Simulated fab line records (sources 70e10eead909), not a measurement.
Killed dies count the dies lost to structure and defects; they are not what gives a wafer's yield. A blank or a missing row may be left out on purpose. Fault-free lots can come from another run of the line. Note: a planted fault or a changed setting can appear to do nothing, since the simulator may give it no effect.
Comparing a struck lot with a sound one | flow nand harc | 25 steps out of a route of 1159
Sound: the wafers L379.1, L379.3, L379.4. Wafers L391.3, L391.5, L391.6 were the ones struck. The cause is named last.
Each step with rows lists, per side, the tool, then ch with its chambers, then its first start. Under that, the readings that differ: sound wafers | struck wafers | difference of the means | sigmas: that difference in standard deviations of wafers without a fault.
alike: readings whose means differ by less than 2 such deviations, and words and numbers that are the same on both sides. not compared: withheld readings, readings that some wafer has no value for, bounds like >300 that may hide the same value, and numbers for which the record gives no deviation and whose values overlap.
The two part at a step that has a row with sigmas, a row that says differs or no value, or rows on one side only. Numbers that don't overlap but have no deviation are shown without sigmas and don't part them. Lack of a reading on every wafer of one side parts them only where that side has two or more wafers.

first, 4 steps without rows for these wafers: NHARC_P_GATE_PRECLEAN_71 (cleans in SC1); NHARC_P_GATE_SRD_72; NHARC_P_GATE_OXIDE_16 (material SiO2, target thk 3 nm, ox time 392 s); NHARC_P_GATE_CVD_17 (deposits poly-Si, target thk 150 nm, time 900 s).
NHARC_P_GATE_HM_DEP_102: deposits aC, target thk 120 nm.
  sound on acl dep-02 ch 0, day 5 00:05; struck on acl dep-01 ch 0, day 7 22:41
  alike: throttle valve pct
then, 7 steps without rows for these wafers: NHARC_P_GATE_DEP_103 (deposits SiON, target thk 30 nm); NHARC_P_GATE_DEHYDRATE_18 (time 120 s); NHARC_P_GATE_HMDS_19 (time 30 s); NHARC_P_GATE_COAT_20 (resist thk 90 nm); NHARC_P_GATE_SOFTBAKE_21 (time 55 s); NHARC_P_GATE_EBR_22; NHARC_P_GATE_EXPOSE_23 (exposes mask P GATE, target cd 120 nm).
NHARC_P_GATE_PEB_24: peb time 65 s.
  sound on litho track-06 ch 0, day 5 01:14; struck on litho track-06 ch 0, day 7 23:46
  reading                  | sound               | struck            | difference | sigmas
  heater power total W (W) | 156.6 157.1 156.6   | 152.1 152.1 152.2 | -4.6       | -11
  plate temp C (C)         | 99.96 100.08 100.00 | 98.02 97.97 98.11 | -1.98      | -15
  alike: chill plate temp C
then, 1 step without rows for these wafers: NHARC_P_GATE_DEVELOP_25 (develop time 35 s).
NHARC_P_GATE_CD_MEAS_26: target cd 120 nm.
  sound on cd sem-03 ch 0, day 5 01:19; struck on cd sem-03 ch 0, day 7 23:50
  reading    | sound             | struck            | difference | sigmas
  cd nm (nm) | 119.7 119.6 119.5 | 127.1 126.9 126.6 | +7.3       | +13
NHARC_P_GATE_OVL_MEAS_27:
  sound: overlay-01 at day 5 01:25; struck: overlay-02 at day 7 23:55
  alike: overlay x nm, overlay y nm
NHARC_P_GATE_INSPECT_28:
  sound: defect inspect-02 at day 5 01:26; struck: defect inspect-02 at day 7 23:58
  alike: raw defect count
NHARC_P_GATE_DESCUM_31: chemistry O2, time 3 s.
  sound on rie diel-02 ch 1,2,3, day 5 01:31; struck on rie diel-02 ch 0,1,2, day 8 00:02
  reading                 | sound             | struck            | difference | sigmas
  model.P_GATE.cd nm (nm) | 120.1 119.7 120.4 | 127.7 127.1 127.2 | +7.3       |
  alike: drypump motor current A, oes product au, rf vpp V, showerhead plenum p Torr, throttle valve pct
  not compared: rf hours counter h
NHARC_P_GATE_ETCH_104: etches the open film in CF4/CHF3, target depth 60 nm.
  sound on rie diel-02 ch 1,2, day 5 01:49; struck on rie diel-02 ch 0,2,3, day 8 00:07
  alike: drypump motor current A, oes product au, rf vpp V, showerhead plenum p Torr, throttle valve pct
NHARC_P_GATE_HM_OPEN_105: chemistry O2/COS, target depth 360 nm.
  sound on rie diel-02 ch 1,2,3; struck on rie diel-02 ch 0,1
  alike: drypump motor current A, oes product au, rf vpp V, showerhead plenum p Torr, throttle valve pct
  not compared: rf hours counter h
then, 1 step without rows for these wafers: NHARC_P_GATE_STRIP_106 (strips in O2/COS).
NHARC_P_GATE_ETCH_114: etches the open film in CF4/O2, target depth 30 nm, overetch 3 nm, time 16.5 s.
  sound on rie diel-02 ch 1,3; struck on rie diel-02 ch 0,1
  alike: drypump motor current A, oes product au, rf vpp V, showerhead plenum p Torr, throttle valve pct
  not compared: rf hours counter h
NHARC_P_GATE_ETCH_32: etches the open film in HBr/Cl2, target depth 150 nm, time 100.1 s.
  sound on rie si-03 ch 0,2,3, day 5 02:29; struck on rie si-01 ch 0,2,3, day 8 00:31
  reading                 | sound             | struck            | difference | sigmas
  model.P_GATE.cd nm (nm) | 121.3 120.9 123.3 | 129.5 128.9 126.2 | +6.4       |
  alike: drypump motor current A, oes product au, throttle valve pct
  not compared: rf hours counter h
NHARC_P_GATE_STRIP_108: strips in O2.
  sound on rie diel-02 ch 1,2,3, day 5 02:38; struck on rie diel-02 ch 0,3, day 8 00:40
  reading                | sound                | struck               | difference | sigmas
  throttle valve pct (%) | 17.069 17.044 17.050 | 17.031 17.022 17.031 | -0.026     | -3
  alike: drypump motor current A, oes product au, rf vpp V, showerhead plenum p Torr
  not compared: rf hours counter h
-- record jumps: 15 days between struck wafers' starts before vs after; left off in module P_GATE, resumes in module END, first step shown is number 1159 of the route --
NHARC_END_SORT_01:
  here the record holds rows for the struck wafers (prober-02 ch 0, day 22 20:29) but none for the sound ones

== WHERE THEY PART ==
First at NHARC_P_GATE_PEB_24; last, within this record, at NHARC_END_SORT_01.

WHY: the cause the simulator had injected
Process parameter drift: litho track-06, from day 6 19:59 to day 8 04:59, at NHARC_P_GATE_PEB_24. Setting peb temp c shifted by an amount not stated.
